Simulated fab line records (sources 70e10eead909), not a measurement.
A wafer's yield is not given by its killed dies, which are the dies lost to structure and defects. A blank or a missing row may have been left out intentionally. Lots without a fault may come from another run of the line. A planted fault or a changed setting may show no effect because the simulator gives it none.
fab line records | flow nandHarc
record: lots: 13 | wafers: 38 | lastDay: 33
route steps=1302 shown P_BONDPAD@352 A_ZERO_WELL@403 A_ONON_D1@432 A_CHANNEL_HOLE_D1@450 END@1302
lots untouched by any fault: they come from a run of this same line in which no faults occurred
startH: the number of hours between the record's first day and the start of the first shown wafer of the lot | waitH: hours from the lot's prior step to this one | " as in the row above | L1.1+2: a row that stands for several wafers | - value missing, or start not given | * or withheld: withheld | < > ~ a bound
route shown NAME@n: NAME is a module with steps in the file, n the number in the route of the first one | usual: mean/standard deviation taken from wafers without a fault | same: alike in all rows | chamber/n: place in a boat | sites: the reading at each site | _std_site: their standard deviation | _edge_site: the outer-site mean with the inner-site mean subtracted | radiusMm: how far each site lies from the wafer's centre | mask NAME#n: copy n | behind: tool/chamber where the wafer was last shaped | hold: what put the lot on hold/how long, in hours/how the hold closed | device: transistor that didn't switch, given as n, p or np | end of line: at the end of the route, the tests of the same wafers | for a step that has no rows: nothing shown but its recipe | killed: dies that structure and defects cost at the first sort, which is not the same as the wafer's yield | map: a wafer's dies, marking killed ones x, the rest . and places with no die _
set.NAME: the run value of the setting; set.NAME@STEP: its run value at that earlier step | model.NAME: the simulator's own value behind a step, which no gauge read
a sample of lots followed through the steps of the route, with each step as a table and each wafer as a row
services: from which hour (startH, from the record's first day; less than 0 if before it) a tool's chamber was out of use, for how many hours, and why
== steps ==
step: NHARC_P_BONDPAD_CMP_32
recipe: targetThkNm: 200 | material: SiCN
usual: motorCurrentA: 12.4/1.5
lot.wafer | tool   | chamber | startH | waitH | motorCurrentA
L164.1    | cmp-02 | 1       | 143.51 | -     | 14.4
L164.5    | "      | 3       | "      | "     | 13.6
L164.6    | "      | 0       | "      | "     | 11.0
L169.2    | cmp-03 | 0       | 200.19 | -     | 13.4
L169.5    | "      | 1       | "      | "     | 13.5
L170.4    | cmp-01 | 2       | 206.24 | -     | 13.5
L170.5    | "      | 0       | "      | "     | 10.8
L170.6    | "      | 1       | "      | "     | 15.4
L171.4    | cmp-03 | 0       | 214.38 | -     | 13.5
L171.2    | "      | 3       | "      | "     | 11.1
L171.6    | "      | 1       | "      | "     | 13.6
L176.4    | cmp-01 | 0       | 258.13 | -     | 11.0
L176.3    | "      | 1       | "      | "     | 14.6
L176.1    | "      | 3       | "      | "     | 10.7
L177.3    | cmp-01 | 3       | 283.94 | -     | 10.7
L177.4    | "      | 0       | "      | "     | 10.8
L177.6    | "      | 3       | "      | "     | 10.7
L178.1    | cmp-03 | 2       | 284.29 | -     | 10.6
L178.3    | "      | 3       | "      | "     | 10.8
L178.2    | "      | 0       | "      | "     | 13.9
L180.1    | cmp-02 | 1       | 308.84 | -     | 13.9
L180.2    | "      | 2       | "      | "     | 10.8
L180.3    | "      | 0       | "      | "     | 11.1
L179.2    | cmp-02 | 1       | 309.86 | -     | 14.7
L179.1    | "      | 0       | "      | "     | 11.1
L179.5    | "      | 2       | "      | "     | 10.4
L182.3    | cmp-01 | 0       | 322.43 | 0.3   | 11.0
L182.1    | "      | 1       | "      | "     | 14.8
L182.5    | "      | 3       | "      | "     | 11.3
L183.4    | cmp-01 | 0       | 338.18 | -     | 10.7
L183.3    | "      | 1       | "      | "     | 14.6
L183.5    | "      | 0       | "      | "     | 11.2
L185.4    | cmp-02 | 0       | 355.00 | -     | 11.5
L185.2    | "      | 1       | "      | "     | 13.6
L185.1    | "      | 3       | "      | "     | 12.7
L186.4    | cmp-02 | 1       | 356.08 | -     | 13.6
L186.5    | "      | 0       | "      | "     | 10.8
L186.6    | "      | 1       | "      | "     | 14.6
step: NHARC_A_ZERO_WELL_DESCUM_12
recipe: timeS: 3 | o2FlowSccm: 200 | arFlowSccm: 0 | biasPowerW: 0 | chemistry: O2
usual: drypumpMotorCurrentA: 5.7/0.3 | oesProductAu: 0.996/0.013 | rfVppV: 57.6/0.8 | showerheadPlenumPTorr: 1.87/0.058 | throttleValvePct: 11.311/0.0097
lot.wafer | tool       | chamber | startH | waitH | drypumpMotorCurrentA | oesProductAu | rfHoursCounterH | rfVppV | showerheadPlenumPTorr | throttleValvePct
L164.1    | rieDiel-06 | 0       | 148.63 | -     | 5.8                  | 0.977        | 0               | 57.5   | 1.86                  | 11.310
L164.5    | "          | 1       | "      | "     | 5.4                  | 0.979        | -               | 57.2   | 1.81                  | 11.313
L164.6    | "          | 3       | "      | "     | 5.4                  | 1.012        | -               | 57.6   | 1.82                  | 11.302
L169.2    | rieDiel-08 | 2       | 205.32 | -     | 6.3                  | 1.003        | 1               | 58.1   | 1.97                  | 11.322
L169.5    | "          | 2       | "      | "     | 6.3                  | 1.012        | -               | 58.1   | 1.97                  | 11.306
L170.4    | rieDiel-06 | 0       | 211.30 | -     | 5.9                  | 0.976        | 2               | 58.2   | 1.86                  | 11.284
L170.6    | "          | 1       | "      | "     | 5.4                  | 0.980        | -               | 57.8   | 1.81                  | 11.315
L170.5    | "          | 2       | "      | "     | 5.4                  | 0.999        | -               | 58.3   | 1.95                  | 11.317
L171.4    | rieDiel-08 | 2       | 219.33 | -     | 6.4                  | 1.010        | 4               | 57.7   | 1.97                  | 11.314
L171.2    | "          | 1       | "      | "     | 6.0                  | 1.023        | 4               | 57.1   | 1.93                  | 11.303
L171.6    | "          | 3       | "      | "     | 5.6                  | 1.017        | -               | 56.8   | 1.81                  | 11.306
L176.4    | rieDiel-06 | 2       | 263.25 | -     | 5.4                  | 0.988        | 3               | 58.4   | 1.95                  | 11.289
L176.1    | "          | 3       | "      | "     | 5.4                  | 0.994        | 3               | 56.5   | 1.82                  | 11.304
L176.3    | "          | 0       | "      | "     | 5.9                  | 0.987        | 3               | 57.5   | 1.86                  | 11.308
L177.4    | rieDiel-06 | 1       | 288.96 | -     | 5.4                  | 0.992        | 4               | 56.9   | 1.81                  | 11.326
L177.3    | "          | 0       | "      | "     | 5.8                  | 0.969        | 4               | 59.8   | 1.86                  | 11.295
L177.6    | "          | 1       | "      | "     | 5.4                  | 0.996        | -               | 57.7   | 1.81                  | 11.322
L178.1    | rieDiel-06 | 2       | 289.99 | -     | 5.4                  | 0.984        | 4               | 58.6   | 1.95                  | 11.303
L178.2    | "          | 3       | "      | "     | 5.4                  | 1.001        | 4               | 57.4   | 1.82                  | 11.314
L178.3    | "          | 1       | "      | "     | 5.4                  | 0.977        | 4               | 58.3   | 1.81                  | 11.312
L180.1    | rieDiel-05 | 1       | 314.10 | -     | 6.1                  | 1.018        | 26              | 56.7   | 1.80                  | 11.342
L180.2    | "          | 3       | "      | "     | 5.7                  | 1.000        | 22              | 56.0   | 1.86                  | 11.307
L180.3    | "          | 0       | "      | "     | 5.4                  | 0.988        | 25              | 57.6   | 1.88                  | 11.318
L179.2    | rieDiel-05 | 3       | 314.92 | -     | 5.7                  | 0.995        | 22              | 58.0   | 1.86                  | 11.295
L179.1    | "          | 2       | "      | "     | 6.1                  | 1.003        | 25              | 57.3   | 1.90                  | 11.319
L179.5    | "          | 3       | "      | "     | 5.8                  | 0.990        | -               | 57.1   | 1.86                  | 11.314
L182.1    | rieDiel-06 | 2       | 327.45 | -     | 5.5                  | 0.967        | 0               | 57.7   | 1.95                  | 11.315
L182.3    | "          | 3       | "      | "     | 5.4                  | 0.996        | 0               | 58.8   | 1.82                  | 11.297
L182.5    | "          | 3       | "      | "     | 5.4                  | 1.003        | -               | 56.8   | 1.82                  | 11.313
L183.4    | rieDiel-08 | 1       | 343.02 | -     | 6.1                  | 1.009        | 28              | 57.2   | 1.93                  | 11.307
L183.3    | "          | 2       | "      | "     | 6.3                  | 1.000        | 24              | 57.0   | 1.96                  | 11.314
L183.5    | "          | 1       | "      | "     | 6.0                  | 1.005        | -               | 59.3   | 1.93                  | 11.311
L185.2    | rieDiel-08 | 0       | 359.99 | -     | 6.0                  | 1.004        | 32              | 57.5   | 1.93                  | 11.301
L185.4    | "          | 1       | "      | "     | 6.1                  | 1.022        | 32              | 57.2   | 1.93                  | 11.310
L185.1    | "          | 2       | "      | "     | 6.3                  | 0.996        | 29              | 56.6   | 1.96                  | 11.308
L186.4    | rieDiel-06 | 2       | 361.17 | -     | 5.4                  | 0.973        | 1               | 57.9   | 1.95                  | 11.309
L186.6    | "          | 3       | "      | "     | 5.4                  | 0.988        | -               | 57.0   | 1.82                  | 11.320
L186.5    | "          | 0       | "      | "     | 5.8                  | 0.980        | -               | 58.0   | 1.86                  | 11.302
step: NHARC_A_ONON_D1_DEP_12
recipe: targetThkA: 10000 | n2FlowSccm: 2750 | n2oFlowSccm: 2000 | nh3FlowSccm: 500 | sih4FlowSccm: 210 | tempC: 400
usual: sih4FlowSccm: 209.9/0.65
lot.wafer | tool         | chamber | startH | waitH | sih4FlowSccm
L164.1    | pecvdOnon-02 | 0       | 172.97 | 0.1   | 209.2
L164.5    | "            | 0       | "      | "     | 209.4
L164.6    | "            | 0       | "      | "     | 209.8
L169.2    | pecvdOnon-02 | 0       | 228.40 | 0.1   | 210.2
L169.5    | "            | 0       | "      | "     | 210.4
L170.4    | pecvdOnon-02 | 0       | 234.94 | 0.2   | 210.5
L170.5    | "            | 0       | "      | "     | 211.0
L170.6    | "            | 0       | "      | "     | 209.1
L171.2    | pecvdOnon-02 | 0       | 243.04 | 0.1   | 209.7
L171.4    | "            | 0       | "      | "     | 210.2
L171.6    | "            | 0       | "      | "     | 210.4
L176.1    | pecvdOnon-01 | 0       | 287.28 | 0.1   | 210.9
L176.3    | "            | 0       | "      | "     | 210.1
L176.4    | "            | 0       | "      | "     | 209.9
L178.1    | pecvdOnon-01 | 0       | 312.74 | 0.1   | 210.0
L178.2    | "            | 0       | "      | "     | 209.7
L178.3    | "            | 0       | "      | "     | 208.0
L177.3    | pecvdOnon-02 | 0       | 313.04 | 0.2   | 210.1
L177.4    | "            | 0       | "      | "     | 209.2
L177.6    | "            | 0       | "      | "     | 210.3
L179.1    | pecvdOnon-02 | 0       | 337.74 | 0.1   | 209.2
L179.2    | "            | 0       | "      | "     | 209.3
L179.5    | "            | 0       | "      | "     | 209.4
L180.1    | pecvdOnon-03 | 0       | 337.76 | 0.1   | 209.0
L180.2    | "            | 0       | "      | "     | 208.6
L180.3    | "            | 0       | "      | "     | 208.4
L182.1    | pecvdOnon-02 | 0       | 351.46 | 0.1   | 210.2
L182.3    | "            | 0       | "      | "     | 211.1
L182.5    | "            | 0       | "      | "     | 211.2
L183.3    | pecvdOnon-01 | 0       | 367.37 | 0.2   | 210.0
L183.4    | "            | 0       | "      | "     | 209.5
L183.5    | "            | 0       | "      | "     | 209.8
L185.1    | pecvdOnon-03 | 0       | 383.95 | 0.1   | 211.0
L185.2    | "            | 0       | "      | "     | 209.3
L185.4    | "            | 0       | "      | "     | 210.1
L186.4    | pecvdOnon-02 | 0       | 384.08 | 0.2   | 209.5
L186.5    | "            | 0       | "      | "     | 210.0
L186.6    | "            | 0       | "      | "     | 209.9
step: NHARC_A_ONON_D1_THK_MEAS_14
recipe: thkMeasGauge: ellipsometry
usual: thkNm: 1001/9.8
lot.wafer | tool         | chamber | startH | waitH | thkNm
L164.1    | filmMetro-02 | -       | 173.48 | -     | 1011
L164.5    | "            | -       | "      | "     | 1009
L164.6    | "            | -       | "      | "     | 1010
L169.2    | filmMetro-02 | -       | 228.88 | -     | 657
L169.5    | "            | -       | "      | "     | 659
L170.4    | filmMetro-02 | -       | 235.27 | -     | 995
L170.5    | "            | -       | "      | "     | 659
L170.6    | "            | -       | "      | "     | 995
L171.2    | filmMetro-01 | -       | 243.50 | -     | 638
L171.4    | "            | -       | "      | "     | 976
L171.6    | "            | -       | "      | "     | 975
L176.1    | filmMetro-01 | -       | 287.78 | -     | 999
L176.3    | "            | -       | "      | "     | 998
L176.4    | "            | -       | "      | "     | 997
L178.1    | filmMetro-01 | -       | 313.25 | -     | 1010
L178.2    | "            | -       | "      | "     | 1011
L178.3    | "            | -       | "      | "     | 1010
L177.3    | filmMetro-02 | -       | 313.44 | -     | 989
L177.4    | "            | -       | "      | "     | 988
L177.6    | "            | -       | "      | "     | 987
L179.1    | filmMetro-02 | -       | 338.25 | -     | 997
L179.2    | "            | -       | "      | "     | 995
L179.5    | "            | -       | "      | "     | 995
L180.1    | filmMetro-01 | -       | 338.27 | -     | 1009
L180.2    | "            | -       | "      | "     | 1009
L180.3    | "            | -       | "      | "     | 1009
L182.1    | filmMetro-02 | -       | 351.97 | -     | 1017
L182.3    | "            | -       | "      | "     | 1017
L182.5    | "            | -       | "      | "     | 1018
L183.3    | filmMetro-02 | -       | 367.77 | -     | 1014
L183.4    | "            | -       | "      | "     | 1012
L183.5    | "            | -       | "      | "     | 1013
L186.4    | filmMetro-01 | -       | 384.42 | -     | 995
L186.5    | "            | -       | "      | "     | 995
L186.6    | "            | -       | "      | "     | 997
L185.1    | filmMetro-01 | -       | 384.46 | -     | 995
L185.2    | "            | -       | "      | "     | 994
L185.4    | "            | -       | "      | "     | 997
step: NHARC_A_CHANNEL_HOLE_D1_DEP_00
recipe: targetThkA: 31000 | tempC: 400 | material: aC
usual: throttleValvePct: 35.000/0.0083
lot.wafer | tool      | chamber | startH | waitH | throttleValvePct
L164.1    | aclDep-01 | 0       | 184.16 | 0.1   | 35.011
L164.5    | "         | 0       | 185.45 | 1.4   | 35.009
L164.6    | "         | 0       | "      | "     | 34.986
L170.4    | aclDep-01 | 0       | 248.87 | 3.0   | 35.022
L170.6    | "         | 0       | "      | "     | 35.012
L171.4    | aclDep-02 | 0       | 258.77 | 1.0   | 34.990
L171.6    | "         | 0       | "      | "     | 34.993
L176.1    | aclDep-01 | 0       | 298.36 | 0.1   | 34.993
L176.3    | "         | 0       | "      | "     | 35.009
L176.4    | "         | 0       | "      | "     | 35.002
L177.3    | aclDep-03 | 0       | 324.53 | 0.8   | 34.996
L177.4    | "         | 0       | "      | "     | 35.001
L177.6    | "         | 0       | "      | "     | 35.003
L178.1    | aclDep-03 | 0       | 325.81 | 1.9   | 35.006
L178.2    | "         | 0       | "      | "     | 35.009
L178.3    | "         | 0       | "      | "     | 34.993
L179.1    | aclDep-03 | 0       | 348.89 | 0.1   | 34.996
L179.2    | "         | 0       | "      | "     | 34.997
L179.5    | "         | 0       | "      | "     | 35.015
L180.1    | aclDep-01 | 0       | 348.92 | 0.1   | 35.003
L180.2    | "         | 0       | "      | "     | 34.981
L180.3    | "         | 0       | "      | "     | 35.012
L182.1    | aclDep-03 | 0       | 364.98 | 2.5   | 34.987
L182.3    | "         | 0       | "      | "     | 35.003
L182.5    | "         | 0       | "      | "     | 35.008
L183.3    | aclDep-02 | 0       | 380.59 | 2.3   | 34.998
L183.4    | "         | 0       | "      | "     | 34.987
L183.5    | "         | 0       | "      | "     | 35.007
L185.1    | aclDep-01 | 0       | 398.85 | 3.9   | 35.009
L185.2    | "         | 0       | "      | "     | 34.993
L185.4    | "         | 0       | "      | "     | 34.997
L186.4    | aclDep-02 | 0       | 401.01 | 6.0   | 34.995
L186.5    | "         | 0       | "      | "     | 34.994
L186.6    | "         | 0       | "      | "     | 35.005
step: NHARC_END_SORT_01
recipe: tempC: 25
usual: killedAtArray: 52/19 | killedAtOther: 1.0/1.2 | killedAtPeriphery: 4.1/2.8 | killedDies: 57/19 | killedOpen: 3.1/1.7 | killedShort: 2.5/1.5
same: grossDies: 677
lot.wafer | tool      | chamber | startH | waitH | killedAtArray | killedAtOther | killedAtPeriphery | killedDies | killedOpen | killedShort
L169.2    | prober-02 | 0       | 625.15 | 2.8   | 670           | 1             | 6                 | 677        | 2          | 5
L169.5    | prober-02 | 0       | 627.57 | 3.7   | 674           | 0             | 3                 | 677        | 5          | 0
L170.4    | prober-01 | 0       | 626.71 | 3.4   | 49            | 2             | 3                 | 54         | 5          | 2
L170.5    | prober-01 | 0       | 627.51 | 3.7   | 677           | 0             | 0                 | 677        | 2          | 1
L170.6    | prober-01 | 0       | 628.31 | 4.0   | 51            | 1             | 3                 | 55         | 1          | 2
L171.2    | prober-01 | 0       | 643.79 | 2.8   | 671           | 0             | 6                 | 677        | 1          | 1
L171.4    | prober-01 | 0       | 645.39 | 3.4   | 36            | 0             | 13                | 49         | 8          | 5
L171.6    | prober-01 | 0       | 647.00 | 4.0   | 35            | 1             | 10                | 46         | 2          | 2
killed by level:class
L169.2 A_ONON_D1:areaDep=616 A_CHANNEL_HOLE_D1:chamberFilmFlake=33 A_CONTACT:chamberFilmFlake=7 A_CHANNEL_HOLE_D2:chamberFilmFlake=6 P_GATE:geometricParticle:short=2 A_STAIRCASE:chamberFilmFlake=2 P_M0:geometricParticle:open=1 P_M2:geometricParticle:short=1
L170.4 A_CHANNEL_HOLE_D2:chamberFilmFlake=21 A_SLIT:chamberFilmFlake=11 A_STAIRCASE:chamberFilmFlake=4 A_CHANNEL_HOLE_D1:chamberFilmFlake=2 THIN_TSV:chamberFilmFlake=2 A_WL_FILL:chamberFilmFlake=2 P_CONTACT:geometricParticle:open=1 P_M0:geometricParticle:open=1
L170.5 A_ONON_D1:areaDep=588 A_CHANNEL_HOLE_D2:chamberFilmFlake=38 A_SLIT:chamberFilmFlake=30 A_STAIRCASE:chamberFilmFlake=5 A_CHANNEL_HOLE_D1:chamberFilmFlake=4 A_CHANNEL_FILL_D1:chamberFilmFlake=2 A_WL_FILL:chamberFilmFlake=2 A_CONTACT:chamberFilmFlake=2
L169.5 A_ONON_D1:areaDep=612 A_CHANNEL_HOLE_D1:chamberFilmFlake=30 A_CHANNEL_HOLE_D2:chamberFilmFlake=15 A_CONTACT:chamberFilmFlake=10 A_M0:geometricParticle:open=2 A_DECK1_JOINT:chamberFilmFlake=2 P_GATE:geometricParticle:open=1 P_CONTACT:geometricParticle:open=1
L170.6 A_CHANNEL_HOLE_D2:chamberFilmFlake=19 A_SLIT:chamberFilmFlake=12 A_STAIRCASE:chamberFilmFlake=9 A_CONTACT:chamberFilmFlake=3 P_GATE:chamberFilmFlake=2 A_CHANNEL_FILL_D1:chamberFilmFlake=2 A_WL_FILL:chamberFilmFlake=2 A_SOURCE_PLATE:geometricParticle:open=1
L171.2 A_ONON_D1:areaDep=644 A_CHANNEL_HOLE_D2:chamberFilmFlake=7 A_CONTACT:chamberFilmFlake=7 P_ZERO_WELL:chamberFilmFlake=3 A_CHANNEL_HOLE_D1:chamberFilmFlake=3 A_WL_FILL:chamberFilmFlake=3 A_SGD_CUT:chamberFilmFlake=2 A_CHANNEL_FILL_D2:geometricParticle:open=1
L171.4 A_CHANNEL_HOLE_D2:chamberFilmFlake=8 A_CHANNEL_HOLE_D1:chamberFilmFlake=5 P_GATE:chamberFilmFlake=4 P_BONDPAD:chamberFilmFlake=4 A_CHANNEL_FILL_D2:chamberFilmFlake=4 A_CHANNEL_FILL_D2:geometricParticle:short=3 A_CONTACT:chamberFilmFlake=3 A_ONON_D1:geometricParticle:open=2
L171.6 A_CONTACT:chamberFilmFlake=10 A_CHANNEL_HOLE_D1:chamberFilmFlake=6 A_CHANNEL_HOLE_D2:chamberFilmFlake=6 P_GATE:chamberFilmFlake=4 P_BONDPAD:chamberFilmFlake=4 A_SGD_CUT:chamberFilmFlake=3 P_ZERO_WELL:chamberFilmFlake=2 A_ZERO_WELL:chamberFilmFlake=2
== services ==
tool         | chamber | startH | hours | kind
rieDiel-08   | 1       | 122.07 | 2.4   | repair
rieDiel-06   | -       | 130.20 | 9.0   | pm
cmp-01       | -       | 132.94 | 1.2   | repair
cmp-02       | -       | 134.57 | 4.0   | pm
cmp-01       | -       | 155.11 | 5.9   | repair
aclDep-03    | -       | 165.06 | 0.2   | repair
rieDiel-08   | -       | 168.38 | 0.7   | repair
rieDiel-08   | 0       | 175.51 | 5.1   | repair
pecvdOnon-02 | -       | 185.30 | 13.0  | pm
aclDep-01    | -       | 186.09 | 13.0  | pm
cmp-01       | -       | 187.01 | 4.0   | pm
cmp-02       | -       | 192.01 | 1.5   | repair
cmp-02       | -       | 232.57 | 4.0   | pm
rieDiel-06   | -       | 276.61 | 0.3   | repair
cmp-01       | -       | 285.01 | 4.0   | pm
aclDep-03    | -       | 299.10 | 13.0  | pm
cmp-02       | -       | 299.25 | 1.2   | repair
cmp-01       | -       | 301.53 | 4.4   | repair
rieDiel-06   | -       | 307.20 | 9.0   | pm
cmp-02       | -       | 330.57 | 4.0   | pm
rieDiel-06   | 2       | 366.41 | 7.5   | repair
pecvdOnon-02 | -       | 366.48 | 13.0  | pm
aclDep-01    | -       | 367.15 | 13.0  | pm
cmp-01       | -       | 383.01 | 4.0   | pm
== key ==
firstSign: step: NHARC_A_ONON_D1_THK_MEAS_14 | reading: thkNm | direction: down | sigmas: 35 | usual: 1001 | struck: 653
effect: step: NHARC_END_SORT_01 | reading: killedDies | direction: up | sigmas: 33 | usual: 57 | struck: 677
moreKillsBornAt: NHARC_A_ONON_D1_DEP_12@pecvdOnon-02: 2460
metAt NHARC_A_ONON_D1_DEP_12
struckLots L169,L170,L171
struckWafers L169.2,L169.5,L170.5,L171.2
laterRowsLeftOut L169.2,L169.5,L170.5,L171.2
testerLeftOut L169,L170,L171
notActingAt NHARC_P_BONDPAD_CMP_32,NHARC_A_ZERO_WELL_DESCUM_12,NHARC_A_CHANNEL_HOLE_D1_DEP_00
onsetBetween 172.97 228.40
fault: kind: processParameterDrift | tool: pecvdOnon-02 | chamber: - | onsetH: 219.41 | steps: NHARC_A_ONON_D1_DEP_12 | channel: targetThkA | offset: * | shape: step | endH: 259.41 | scope: struckWafersOnly | actsIn: * | stated: *
testerLeftOut: of these lots the tester's yield and bins aren't shown, on N5 and GAA mostly nor the transistor test; their killed dies are dies lost to structure and defects alone, not to doping, threshold or leakage, so they don't give the yield
laterRowsLeftOut: the simulator's readings of these wafers behind a module that went badly wrong aren't trusted and aren't shown, but for the sort
